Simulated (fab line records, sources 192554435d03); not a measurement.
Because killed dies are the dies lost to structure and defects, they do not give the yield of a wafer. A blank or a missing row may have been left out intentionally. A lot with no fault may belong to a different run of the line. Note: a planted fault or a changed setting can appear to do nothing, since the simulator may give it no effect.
Chamber matching ; flow n5Finfet ; N5_BEOL_M2_ETCH_63 on rieDiel-03 has 4 sister chambers
The step etches SiARC in CF4, target depth 15.6 nm, time 26 s. 4 wafers are shown with their chamber, then 8 later ones without.

== WAFERS, EACH WITH ITS CHAMBER ==
wafer;chamber;drypumpMotorCurrentA (A)
L082.1;1;6.3
L083.3;2;5.6
L085.5;0;5.1
L086.1;3;5.7

== WAFERS WHOSE CHAMBER IS MISSING ==
wafer;drypumpMotorCurrentA (A)
L086.4;6.3
L086.5;6.2
L091.1;5.6
L091.4;5.7
L091.6;5.7
L092.2;5.7
L092.3;5.2
L092.6;6.3

== CHAMBER TAKEN BY EACH ==
wafer;from the rows above;in truth
L086.4;1;1
L086.5;1;1
L091.1;2;2
L091.4;3;3
L091.6;3;3
L092.2;3;3
L092.3;0;0
L092.6;1;1
Correct placement for 8 of the 8. Not placeable from these rows: 0. Wrongly placed: 0.
How it was worked out, from the rows above alone: a wafer's distance from a chamber is the root of the sum, over the readings, of the square of ((its reading less the chamber's mean) divided by the reading's scatter). The wafer belongs to the nearest chamber; if the next one is less than 2 further off, it can't be placed. For every chamber, the mean is computed from those of its wafers that are shown. The scatter (one wafer shown for each chamber): square how far every hidden wafer sits from the nearest shown wafer, average those squares and take the square root.
